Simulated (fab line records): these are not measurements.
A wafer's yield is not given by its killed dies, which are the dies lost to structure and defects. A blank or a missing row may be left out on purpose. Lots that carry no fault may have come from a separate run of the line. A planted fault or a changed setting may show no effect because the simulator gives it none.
A lot that was struck, set against a sound lot ; flow nandHarc ; 14 out of 1159 route steps
Sound: the wafers L268.2, L268.3, L268.5. The struck wafers were L262.1, L262.5, L262.6. The cause comes at the end.
At each step with rows: each side's tool, then ch and its chambers, then its first start. Under that, the readings that differ: sound wafers ; struck wafers ; difference of the means ; sigmas: that difference in standard deviations of wafers without a fault.
alike: readings with means less than 2 such deviations apart, plus words and numbers identical on both sides. not compared: withheld readings, readings lacking a value on some wafer, bounds such as >300 that could conceal the same value, and numbers that have no deviation in the record and whose values overlap.
The two part at a step that has a row with sigmas, a row that says differs or no value, or rows on one side only. When numbers do not overlap yet have no deviation, they are printed without sigmas and do not part them. A reading that every wafer of one side lacks parts them only if that side has two wafers or more.

NHARC_THIN_TSV_DEGAS_49: time 120 s.
  sound on pvdSputter-02 at day 24 07:05; struck on pvdSputter-02 at day 23 08:34
  alike: heaterPowerW
NHARC_THIN_TSV_PRE_CLEAN_50: time 30 s.
  sound on pvdSputter-02; struck on pvdSputter-02
  alike: heaterPowerW
NHARC_THIN_TSV_PVD_19: deposits TaN, target thk 20 nm.
  sound on pvdSputter-02; struck on pvdSputter-02
  alike: chamberPressurePa, throttleValvePct
NHARC_THIN_TSV_PVD_51: deposits Cu, target thk 100 nm.
  sound on pvdSputter-02; struck on pvdSputter-02
  alike: chamberPressurePa, throttleValvePct
then, 4 steps without rows for these wafers: NHARC_THIN_TSV_ECD_20 (material Cu, target thk 2000 nm); NHARC_THIN_TSV_ANNEAL_52 (time 90 s); NHARC_THIN_TSV_CMP_21 (polishes, t overpolish 30 s, target thk 2000 nm); NHARC_THIN_TSV_SRD_23.
NHARC_THIN_TSV_DEGAS_53: time 60 s.
  sound on pvdSputter-02 at day 24 09:08; struck on pvdSputter-03 at day 23 10:31
  alike: heaterPowerW
then, 2 steps without rows for these wafers: NHARC_THIN_TSV_PRE_CLEAN_54 (time 30 s); NHARC_THIN_TSV_PVD_55 (deposits TiN, target thk 50 nm).
NHARC_THIN_TSV_PVD_24: deposits Al, target thk 800 nm.
  sound on pvdSputter-02 at day 24 09:25; struck on pvdSputter-03 at day 23 10:52
then, 1 step without rows for these wafers: NHARC_THIN_TSV_DEHYDRATE_25 (time 120 s).
NHARC_END_SORT_01:
  sound on prober-01 ch 0, day 24 19:49; struck on prober-01 ch 0, day 24 02:15
reading;sound;struck;difference;sigmas
defectLimitedYield (%);97.0 96.5 97.2;0 0 0;-97;-54
killedAtArray;18 20 17;54 48 49;+32;+3
killedAtOther;0 1 0;616 627 626;+623;+99 or more
killedDies;20 24 19;677 677 677;+656;+55
sort_bin_2_pct (%);1.0 1.0 0.7;93.2 95.1 93.9;+93.2;+99 or more
sort_bin_3_pct (%);0.15 0.15 0.15;0.59 0.44 1.03;+0.54;+2
sort_bin_4_pct (%);1.8 2.4 1.9;6.2 4.4 5.0;+3.2;+3
sortNPass;657 653 658;0 0 0;-656;-55
sortRimYieldPct (%);96.2 92.5 95.3;0 0 0;-95;-38
sortYieldPct (%);97.0 96.5 97.2;0 0 0;-97;-54
  alike: killedAtPeriphery, killedOpen, killedShort

WHERE THEY PART
NHARC_END_SORT_01 only, going by this record.

WHY: what had been put in by the simulator
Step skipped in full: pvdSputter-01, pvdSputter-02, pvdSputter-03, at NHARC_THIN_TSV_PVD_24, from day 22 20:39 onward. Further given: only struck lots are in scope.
